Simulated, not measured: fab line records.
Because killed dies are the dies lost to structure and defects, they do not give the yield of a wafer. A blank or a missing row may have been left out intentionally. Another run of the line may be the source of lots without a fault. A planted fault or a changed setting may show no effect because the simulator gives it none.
Which of the tools did it? :: flow nand_harc :: 7 lots, 21 wafers sampled, at 5 steps of a route of 1302

## WHAT THE GAUGES READ, wafer by wafer
NHARC_A_ONON_D2_THK_MEAS_11: measures by ellipsometry.
lot: L958
measured: day 12 21:58
on: film_metro-02
thk_nm (nm): 992 994 993

lot: L960
measured: day 13 18:00
on: film_metro-02
thk_nm (nm): 1005 1005 1002

lot: L963
measured: day 15 18:17
on: film_metro-02
thk_nm (nm): 1003 1003 1001

lot: L967
measured: day 17 03:47
on: film_metro-01
thk_nm (nm): 990 986 988

lot: L971
measured: day 18 17:01
on: film_metro-01
thk_nm (nm): 1005 1003 896

lot: L973
measured: day 19 18:21
on: film_metro-01
thk_nm (nm): 1003 1003 896

lot: L979
measured: day 22 09:28
on: film_metro-01
thk_nm (nm): 1002 1001 1001

## TOOL THAT RAN EACH LOT (tool first, then ch and the chambers of the sampled wafers, then the start)
lot: L958
NHARC_A_CHANNEL_FILL_D1_ALD_14: ald_hk-01 ch 1,2,3, day 9 16:10
NHARC_A_CHANNEL_FILL_D1_ALD_16: ald_hk-04 ch 0,1,3, day 9 21:25
NHARC_A_DECK1_JOINT_CMP_13: cmp-03 ch 0,1,3, day 11 19:10
NHARC_A_ONON_D2_DEP_09: pecvd_onon-02 ch 0, day 12 21:27

lot: L960
NHARC_A_CHANNEL_FILL_D1_ALD_14: ald_hk-01 ch 0,3, day 10 14:09
NHARC_A_CHANNEL_FILL_D1_ALD_16: ald_hk-03 ch 0,3, day 10 19:22
NHARC_A_DECK1_JOINT_CMP_13: cmp-02 ch 0,1,2, day 12 17:49
NHARC_A_ONON_D2_DEP_09: pecvd_onon-01 ch 0, day 13 17:29

lot: L963
NHARC_A_CHANNEL_FILL_D1_ALD_14: ald_hk-04 ch 2,3, day 12 06:51
NHARC_A_CHANNEL_FILL_D1_ALD_16: ald_hk-01 ch 0,1,2, day 12 12:02
NHARC_A_DECK1_JOINT_CMP_13: cmp-03 ch 0,1,3, day 14 15:31
NHARC_A_ONON_D2_DEP_09: pecvd_onon-02 ch 0, day 15 17:46

lot: L967
NHARC_A_CHANNEL_FILL_D1_ALD_14: ald_hk-03 ch 0,1,3, day 13 19:37
NHARC_A_CHANNEL_FILL_D1_ALD_16: ald_hk-01 ch 0,1,3, day 13 23:32
NHARC_A_DECK1_JOINT_CMP_13: cmp-02 ch 0,1,3, day 16 02:36
NHARC_A_ONON_D2_DEP_09: pecvd_onon-03 ch 0, day 17 03:16

lot: L971
NHARC_A_CHANNEL_FILL_D1_ALD_14: ald_hk-01 ch 0,1,2, day 15 02:58
NHARC_A_CHANNEL_FILL_D1_ALD_16: ald_hk-03 ch 0,1,3, day 15 08:10
NHARC_A_DECK1_JOINT_CMP_13: cmp-01 ch 1,2, day 17 19:02
NHARC_A_ONON_D2_DEP_09: pecvd_onon-03 ch 0, day 18 16:37

lot: L973
NHARC_A_CHANNEL_FILL_D1_ALD_14: ald_hk-03 ch 0,2,3, day 16 10:44
NHARC_A_CHANNEL_FILL_D1_ALD_16: ald_hk-03 ch 0,1,2, day 16 15:53
NHARC_A_DECK1_JOINT_CMP_13: cmp-01 ch 0,1,3, day 18 17:38
NHARC_A_ONON_D2_DEP_09: pecvd_onon-03 ch 0, day 19 17:50

lot: L979
NHARC_A_CHANNEL_FILL_D1_ALD_14: ald_hk-04 ch 0,2,3, day 18 13:34
NHARC_A_CHANNEL_FILL_D1_ALD_16: ald_hk-04 ch 0,2,3, day 18 18:58
NHARC_A_DECK1_JOINT_CMP_13: cmp-01 ch 0,2,3, day 20 18:59
NHARC_A_ONON_D2_DEP_09: pecvd_onon-01 ch 0, day 22 09:01
- NHARC_A_CHANNEL_FILL_D1_ALD_14: deposits SiO2, target thk 2.5 nm, pulse time 10 s, ald cycles 25.
- NHARC_A_CHANNEL_FILL_D1_ALD_16: deposits SiO2, target thk 1.5 nm, pulse time 10 s, ald cycles 15.
- NHARC_A_DECK1_JOINT_CMP_13: polishes, target thk 51.023 nm.
- NHARC_A_ONON_D2_DEP_09: target thk 1000 nm.

## THE ANSWER, worked out from the rows above alone
Rule: the lots themselves supply what counts as usual. The widest of any qualifying gaps counts: lots, ordered by their means at a reading, are off when they make up no more than a third of the lots, leave a main group of 4 or more, and stand apart from it by 3 or more times the standard deviation of that group's means. Not used: any main group whose means are identical at the precision the tables above print for the reading. Also off: a lot with no number at a reading for which 4 or more lots have one. Any other lot the step has rows for is counted as sound.
Off: L971, L973, at NHARC_A_ONON_D2_THK_MEAS_11 (thk_nm). The main group has a mean of 998 nm with a standard deviation of 6.2.
A tool fits if, at a process step before that reading, it ran every lot that is off, and no sound lot after the first of them. The gauges at NHARC_A_ONON_D2_THK_MEAS_11 are tried like those tools. 2 tools fit, ald_hk-03 at NHARC_A_CHANNEL_FILL_D1_ALD_16 and pecvd_onon-03 at NHARC_A_ONON_D2_DEP_09, so this cannot tell which one it is.

## WHAT WAS PUT IN BY THE SIMULATOR
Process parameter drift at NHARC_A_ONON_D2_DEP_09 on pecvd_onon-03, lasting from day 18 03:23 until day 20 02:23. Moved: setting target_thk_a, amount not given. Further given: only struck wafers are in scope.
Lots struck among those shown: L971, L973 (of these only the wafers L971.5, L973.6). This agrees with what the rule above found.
